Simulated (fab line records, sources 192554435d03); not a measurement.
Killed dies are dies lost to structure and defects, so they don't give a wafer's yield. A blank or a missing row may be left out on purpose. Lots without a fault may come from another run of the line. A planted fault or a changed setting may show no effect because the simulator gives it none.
A struck lot beside a sound one | flow n5_finfet | 38 steps out of a route of 1938
Sound: wafers L243.1, L243.3, L243.6. Struck: wafers L236.1, L236.4, L236.6. The cause comes at the end.
At each step with rows: each side's tool, then ch and its chambers, then its first start. Under that, the readings that differ: sound wafers | struck wafers | difference of the means | sigmas: that difference in standard deviations of wafers without a fault.
alike: readings whose means differ by less than 2 such deviations, and words and numbers that are the same on both sides. not compared: withheld readings, readings that some wafer has no value for, bounds like >300 that may hide the same value, and numbers for which the record gives no deviation and whose values overlap.
The two part at a step that has a row with sigmas, a row that says differs or no value, or rows on one side only. Numbers that don't overlap but have no deviation are shown without sigmas and don't part them. A reading that every wafer of one side lacks parts them only if that side has two wafers or more.

first, 9 steps without rows for these wafers: N5_BEOL_M4_ANNEAL_95 (time 240 s); N5_BEOL_M4_SPUTTER_96 (material Cu, target thk 4.5 nm, time 8.29 s); N5_BEOL_M4_ECD_50 (material Cu, target thk 300 nm); N5_BEOL_M4_ANNEAL_51 (time 90 s); N5_BEOL_M4_CMP_52 (polishes, stops on SiOC, t overpolish 6.8 s, target thk 40 nm); N5_BEOL_M4_PRE_CLEAN_60 (time 15 s); N5_BEOL_M4_CO_CAP_55 (material Co, precursor CCTBA/H2, target thk 2 nm, time 102.1 s); N5_BEOL_M4_PRE_CLEAN_56 (time 15 s); N5_BEOL_M4_DEP_57 (deposits SiCN from 3MS/NH3, target thk 8 nm, time 14 s).
N5_BEOL_M4_RC_MEAS_101:
  sound on prober-01 ch 0, day 14 01:31; struck on prober-01 ch 0, day 12 15:14
  alike: DIBL_N, DIBL_P, IOFF_N, IOFF_P, ION_N, ION_P, SS_N, SS_P, VT_N, VT_P
then, 24 steps without rows for these wafers: N5_BEOL_M5_ILD_DEP_00 (deposits SiCOH lowk from DEMS/porogen, target thk 140.64 nm, time 25.9 s); N5_BEOL_M5_CURE_79 (cures SiCOH lowk, time 240 s); N5_BEOL_M5_PECVD_70 (deposits SiO2 from TEOS/O2, target thk 16 nm, time 18 s); N5_BEOL_M5_HM_DEP_02 (deposits TiN, target thk 20 nm); N5_BEOL_M5_COAT_59 (time 60 s, resist thk 60 nm); N5_BEOL_M5_COAT_60 (time 60 s, resist thk 12 nm); N5_BEOL_M5_COAT_71 (time 60 s, resist thk 5 nm); N5_BEOL_M5_COAT_05 (resist thk 30 nm); N5_BEOL_M5_EBR_07; N5_BEOL_M5_SOFTBAKE_06 (time 60 s); N5_BEOL_M5_EXPOSE_08 (exposes mask M5, target cd 28 nm); N5_BEOL_M5_PEB_09 (peb time 60 s); N5_BEOL_M5_DEVELOP_10 (develop time 30 s); N5_BEOL_M5_DESCUM_16 (chemistry O2, time 7 s); N5_BEOL_M5_ETCH_72 (etches underlayer in N2/H2, target depth 6.5 nm, time 5.2 s); N5_BEOL_M5_ETCH_61 (etches SiARC in CF4, target depth 15.6 nm, time 26 s); N5_BEOL_M5_ETCH_62 (etches SOC in N2/H2, target depth 75 nm, overetch 15 nm, time 112.5 s); N5_BEOL_M5_STRIP_63 (strips in N2/H2); N5_BEOL_M5_STRIP_73 (strips in N2/H2); N5_BEOL_M5_STRIP_64 (strips in CF4); N5_BEOL_M5_HM_OPEN_17 (chemistry Cl2/BCl3, target TiN, target depth 20 nm, overetch 6 nm); N5_BEOL_M5_STRIP_19 (strips in O2); N5_BEOL_M5_COAT_65 (time 60 s, resist thk 60 nm); N5_BEOL_M5_COAT_66 (time 60 s, resist thk 12 nm).
N5_BEOL_M6_ANNEAL_51: time 90 s.
  sound on rtp_anneal-01 ch 0, day 14 19:17; struck on rtp_anneal-02, day 13 13:15
  no value came back on the struck wafers for anneal_temp_c (C), anneal_temp_c_max, wafer_temp_C_max; on the sound wafers anneal_temp_c (C) reads 225.15 225.02 225.05
N5_BEOL_M6_CMP_52: polishes, stops on SiCOH lowk, t overpolish 6.9 s, target thk 80 nm.
  sound on cmp-01 ch 0,1, day 14 19:39; struck on cmp-01 ch 0,1,3, day 13 13:34
  reading                      | sound          | struck         | difference | sigmas
  barrier_field_endpoint_s (s) | 30.1 27.5 30.1 | 34.5 33.7 35.2 | +5.2       | +6
  time_to_endpoint_s (s)       | 69 56 66       | 82 81 81       | +18        | +4
  alike: head_pressure_psi, motor_current_A, overpolish_run_s, slurry_flow_ml_min
-- the record jumps here: 3 days lie between the struck wafers' starts before and after (it left off in module BEOL_M6 and takes up again in module BEOL_M15, whose first step shown is number 1830 of the route) --
N5_BEOL_M15_RC_MEAS_101:
  sound on prober-01 ch 0, day 17 19:37; struck on prober-02 ch 0, day 16 10:50
  reading       | sound                   | struck                | difference | sigmas
  COMB_M7 (S/m) | 1.8e-11 2.2e-11 2.2e-11 | 3.9e-11 2.6e-11 3e-11 | +1.1e-11   | +2
  alike: COMB_M10, COMB_M11, COMB_M12, COMB_M13, COMB_M14, COMB_M15, COMB_M5, COMB_M8, COMB_M9, SERP_M10, SERP_M11, SERP_M12, SERP_M12_max_site, SERP_M13, SERP_M14, SERP_M5, SERP_M6, SERP_M7, SERP_M8, SERP_M9
  not compared: COMB_M6, COMB_M6_max_site
N5_PASSIVATION_PROBE_49:
  sound on prober-01, day 18 13:33; struck on prober-01, day 17 00:58
  reading                  | sound          | struck         | difference | sigmas
  defect_limited_yield (%) | 90.6 92.3 90.6 | 55.5 44.7 88.1 | -28.4      | -18
  killed_at_M4_up          | 17 11 18       | 407 540 4      | +302       | +58
  killed_dies              | 111 91 111     | 525 653 140    | +335       | +18
  killed_on_rim            | 10 13 14       | 152 19 22      | +52        | +12
  sort_n_pass              | 1069 1089 1069 | 655 527 1040   | -335       | -18
  sort_yield_pct (%)       | 90.6 92.3 90.6 | 55.5 44.7 88.1 | -28.4      | -18
  alike: killed_at_M0_to_M3, killed_at_contacts, killed_at_front_end, killed_at_other, killed_open, killed_short, sort_bin_5_function, sort_bin_6_memory

WHERE THEY PART
First at N5_BEOL_M6_ANNEAL_51; last, within this record, at N5_PASSIVATION_PROBE_49.

WHY: what the simulator had put in
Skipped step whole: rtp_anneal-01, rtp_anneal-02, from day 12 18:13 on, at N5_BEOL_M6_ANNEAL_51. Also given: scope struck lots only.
